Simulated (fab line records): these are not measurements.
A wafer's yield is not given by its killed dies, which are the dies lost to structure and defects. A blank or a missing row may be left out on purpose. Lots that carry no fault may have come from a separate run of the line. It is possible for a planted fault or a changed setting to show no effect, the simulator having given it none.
Which of the tools did it? | flow nand harc | 11 lots, 33 wafers sampled, at 5 steps of a route of 1302

== WHAT THE GAUGES READ, wafer by wafer ==
NHARC_END_SORT_01. Usual: defect limited yield 92 %, standard deviation 3; killed at array 52, standard deviation 20; killed at other 1.0, standard deviation 1.3; killed at periphery 3.7, standard deviation 2.2; killed dies 57, standard deviation 20; killed open 3.2, standard deviation 1.6; killed short 2.4, standard deviation 1.6; sort_bin_2_pct 2.9 %, standard deviation 1.4; sort_bin_3_pct 0.6 %, standard deviation 0.41; sort_bin_4_pct 4.8 %, standard deviation 1.5; sort n pass 620, standard deviation 20; sort rim yield pct 93 %, standard deviation 3.5; sort yield pct 92 %, standard deviation 3.
lot  | measured     | on        | defect limited yield (%) | killed at array | killed at other | killed at periphery | killed dies | killed open | killed short | sort_bin_2_pct (%) | sort_bin_3_pct (%) | sort_bin_4_pct (%) | sort n pass | sort rim yield pct (%) | sort yield pct (%) | flag
L604 | day 26 17:32 | prober-02 | 89 92 90                 | 67 54 59        | 0 1 0           | 5 2 9               | 72 57 68    | 6 3 3       | 2 1 1        | 3.1 3.7 3.2        | 1.2 0.3 0.9        | 6.4 4.4 5.9        | 605 620 609 | 93 92 91               | 89 92 90           |
L610 | day 28 17:42 | prober-01 | 87 88 88                 | 90 72 73        | 0 2 3           | 1 4 2               | 91 78 78    | 5 3 1       | 4 5 4        | 5.9 3.1 4.6        | 0.6 1.6 1.0        | 6.9 6.8 5.9        | 586 599 599 | 88 92 89               | 87 88 88           |
L620 | day 32 17:34 | prober-01 | 88 88 87                 | 73 78 81        | 0 0 0           | 6 2 4               | 79 80 85    | 3 2 3       | 3 6 6        | 4.0 5.0 5.0        | 1.0 1.5 1.0        | 6.6 5.3 6.5        | 598 597 592 | 90 94 96               | 88 88 87           |

== TOOL THAT RAN EACH LOT (tool first, then ch and the chambers of the sampled wafers, then the start) ==
lot  | NHARC_P_M2_ETCH_35                 | NHARC_P_M2_STRIP_18                | NHARC_P_M2_DEGAS_29          | NHARC_P_M2_PVD_20
L601 | rie diel-01 ch 0,3, day 6 11:20    | rie diel-01 ch 0,3, day 6 11:40    | pvd sputter-01, day 6 12:22  | pvd sputter-01, no start
L604 | rie diel-01 ch 1,2, day 7 18:53    | rie diel-03 ch 1,2, day 7 19:11    | pvd sputter-01, day 7 19:49  | pvd sputter-01, day 26 17:32 or earlier
L606 | rie diel-01 ch 0,1,2, day 8 16:23  | rie diel-01 ch 1,3, day 8 16:41    | pvd sputter-02, day 8 17:19  | pvd sputter-02, no start
L608 | rie diel-05 ch 1,3, day 9 08:11    | rie diel-01 ch 0,1,2, day 9 08:30  | pvd sputter-03, day 9 09:07  | pvd sputter-03, no start
L610 | rie diel-03 ch 1,3, day 10 07:01   | rie diel-01 ch 1,2, day 10 07:19   | pvd sputter-01, day 10 07:58 | pvd sputter-01, day 28 17:42 or earlier
L615 | rie diel-03 ch 0,1,2, day 12 13:58 | rie diel-05 ch 1,2, day 12 14:16   | pvd sputter-03, day 12 14:54 | pvd sputter-03, no start
L617 | rie diel-03 ch 1,3, day 13 08:15   | rie diel-01 ch 1,3, day 13 08:34   | pvd sputter-01, day 13 09:12 | pvd sputter-01, no start
L620 | rie diel-01 ch 1,2,3, day 14 05:02 | rie diel-05 ch 0,1,3, day 14 05:20 | pvd sputter-02, day 14 07:35 | pvd sputter-02, day 32 17:34 or earlier
L621 | rie diel-05 ch 0,1,3, day 15 04:26 | rie diel-01 ch 0,1,2, day 15 04:47 | pvd sputter-01, day 15 05:22 | pvd sputter-01, no start
L623 | rie diel-03 ch 0,1,2, day 15 18:02 | rie diel-01 ch 0,2,3, day 15 18:19 | pvd sputter-01, day 15 18:58 | pvd sputter-01, no start
L624 | rie diel-01 ch 0,1, day 16 00:55   | rie diel-03 ch 2,3, day 16 01:13   | pvd sputter-01, day 16 01:51 | pvd sputter-01, no start
- NHARC_P_M2_ETCH_35: etches the open film in N2/H2, target depth 40 nm, overetch 12 nm, time 43.94 s.
- NHARC_P_M2_STRIP_18: strips in N2/H2.
- NHARC_P_M2_DEGAS_29: time 60 s.
- NHARC_P_M2_PVD_20: deposits TaN, target thk 5 nm, time 8.06 s.

== AS READ BY THE TOOLS THEMSELVES (means over the sampled wafers that have a number; for cases with no such wafer, the mark the record gives instead) ==
NHARC_P_M2_ETCH_35. Usual: chamber pressure mTorr is 30.001 mTorr with standard deviation 0.028, drypump motor current A is 5.6 A with standard deviation 0.5, oes product au is 1.003 a.u. with standard deviation 0.0077, rf vpp V is 430.2 V with standard deviation 3, run length s is 65.1 s with standard deviation 0.33, showerhead plenum p Torr is 2.03 Torr with standard deviation 0.11, and throttle valve pct is 14.171 % with standard deviation 0.008.
lot  | tool        | chamber pressure mTorr (mTorr) | drypump motor current A (A) | oes product au (a.u.) | rf vpp V (V) | run length s (s) | showerhead plenum p Torr (Torr) | throttle valve pct (%) | flag
L601 | rie diel-01 | 30.029                         | 5.0                         | 1.009                 | 434.1        | 65.0             | 2.18                            | 14.167                 |
L604 | rie diel-01 | 30.026                         | 5.9                         | 1.001                 | 429.7        | 65.3             | 2.00                            | 14.173                 |
L606 | rie diel-01 | 30.003                         | 5.4                         | 1.001                 | 432.8        | 65.5             | 2.09                            | 14.177                 |
L608 | rie diel-05 | 30.008                         | 5.6                         | 1.004                 | 429.8        | 64.3             | 2.00                            | 14.177                 |
L610 | rie diel-03 | 29.995                         | 5.7                         | 1.003                 | 428.8        | 65.4             | 1.97                            | 14.172                 |
L615 | rie diel-03 | 30.018                         | 6.1                         | 1.007                 | 428.0        | 61.2             | 1.93                            | 14.174                 | OFF
L617 | rie diel-03 | 29.968                         | 6.1                         | 1.003                 | 427.5        | 57.8             | 1.97                            | 14.174                 | OFF
L620 | rie diel-01 | 29.984                         | 5.5                         | 1.004                 | 431.7        | 65.4             | 2.07                            | 14.181                 |
L621 | rie diel-05 | 29.996                         | 5.5                         | 0.999                 | 430.0        | 64.7             | 2.04                            | 14.167                 |
L623 | rie diel-03 | 29.992                         | 6.1                         | 1.008                 | 428.4        | 65.1             | 1.93                            | 14.173                 |
L624 | rie diel-01 | 30.021                         | 5.1                         | 1.003                 | 434.1        | 65.1             | 2.17                            | 14.167                 |

NHARC_P_M2_STRIP_18. Usual: chamber pressure mTorr 30.00 mTorr, standard deviation 0.031; drypump motor current A 5.5 A, standard deviation 0.45; oes product au 1.002 a.u., standard deviation 0.0085; rf vpp V 90.8 V, standard deviation 1; showerhead plenum p Torr 2.08 Torr, standard deviation 0.1; throttle valve pct 14.172 %, standard deviation 0.009.
lot  | tool        | chamber pressure mTorr (mTorr) | drypump motor current A (A) | oes product au (a.u.) | rf vpp V (V) | showerhead plenum p Torr (Torr) | throttle valve pct (%) | flag
L601 | rie diel-01 | 29.98                          | 5.0                         | 1.005                 | 92.1         | 2.18                            | 14.174                 |
L604 | rie diel-03 | 30.01                          | 6.2                         | 1.004                 | 89.9         | 1.95                            | 14.160                 |
L606 | rie diel-01 | 30.01                          | 5.2                         | 1.000                 | 91.3         | 2.13                            | 14.166                 |
L608 | rie diel-01 | 30.02                          | 5.4                         | 0.999                 | 90.4         | 2.09                            | 14.166                 |
L610 | rie diel-01 | 29.99                          | 5.9                         | 1.009                 | 91.4         | 2.00                            | 14.172                 |
L615 | rie diel-05 | 30.03                          | 5.5                         | 1.005                 | 91.4         | 2.10                            | 14.170                 |
L617 | rie diel-01 | 30.00                          | 5.2                         | 1.007                 | 91.9         | 2.13                            | 14.173                 |
L620 | rie diel-05 | 29.99                          | 5.5                         | 1.006                 | 90.5         | 2.04                            | 14.168                 |
L621 | rie diel-01 | 30.01                          | 5.4                         | 1.001                 | 90.6         | 2.09                            | 14.168                 |
L623 | rie diel-01 | 30.01                          | 5.5                         | 1.003                 | 91.1         | 2.09                            | 14.170                 |
L624 | rie diel-03 | 30.03                          | 5.5                         | 1.005                 | 89.6         | 1.94                            | 14.180                 |

NHARC_P_M2_DEGAS_29. Usual: heater power w reads 343 W (standard deviation 26).
lot  | tool           | heater power w (W) | flag
L601 | pvd sputter-01 | 343                |
L604 | pvd sputter-01 | 352                |
L606 | pvd sputter-02 | 317                |
L608 | pvd sputter-03 | 331                |
L610 | pvd sputter-01 | 344                |
L615 | pvd sputter-03 | 325                |
L617 | pvd sputter-01 | 344                |
L620 | pvd sputter-02 | 329                |
L621 | pvd sputter-01 | 364                |
L623 | pvd sputter-01 | 368                |
L624 | pvd sputter-01 | 372                |

NHARC_P_M2_PVD_20. Usual: throttle valve pct reads 29.7 % (standard deviation 0.86).
lot  | tool           | throttle valve pct (%) | flag
L601 | pvd sputter-01 | 29.5                   |
L604 | pvd sputter-01 | 29.8                   |
L606 | pvd sputter-02 | 30.1                   |
L608 | pvd sputter-03 | 29.9                   |
L610 | pvd sputter-01 | 29.2                   |
L615 | pvd sputter-03 | 29.9                   |
L617 | pvd sputter-01 | 29.8                   |
L620 | pvd sputter-02 | 30.2                   |
L621 | pvd sputter-01 | 29.4                   |
L623 | pvd sputter-01 | 29.8                   |
L624 | pvd sputter-01 | 29.6                   |

== THE ANSWER, worked out from the rows above alone ==
Rule: take the mean of a lot's wafers that have a number; if it is more than 3 standard deviations from the usual mean, the lot is off. Also off: a lot with no number at a reading for which 4 or more lots have one. Any other lot the step has rows for is counted as sound. After the gauges, taken in route order, come the tools' own readings; for these a lot's mean is taken, as printed above. The first step at which some lot is off is used, and at that step the reading that is off furthest; a lot without a number counts as furthest.
Off, at NHARC_P_M2_ETCH_35 on run length s: L615, L617.
A tool fits if, at that step or a process step before it, it ran every lot that is off, and no sound lot after the first of them. Not one of the candidates tried fits.

== WHAT THE SIMULATOR HAD PUT IN ==
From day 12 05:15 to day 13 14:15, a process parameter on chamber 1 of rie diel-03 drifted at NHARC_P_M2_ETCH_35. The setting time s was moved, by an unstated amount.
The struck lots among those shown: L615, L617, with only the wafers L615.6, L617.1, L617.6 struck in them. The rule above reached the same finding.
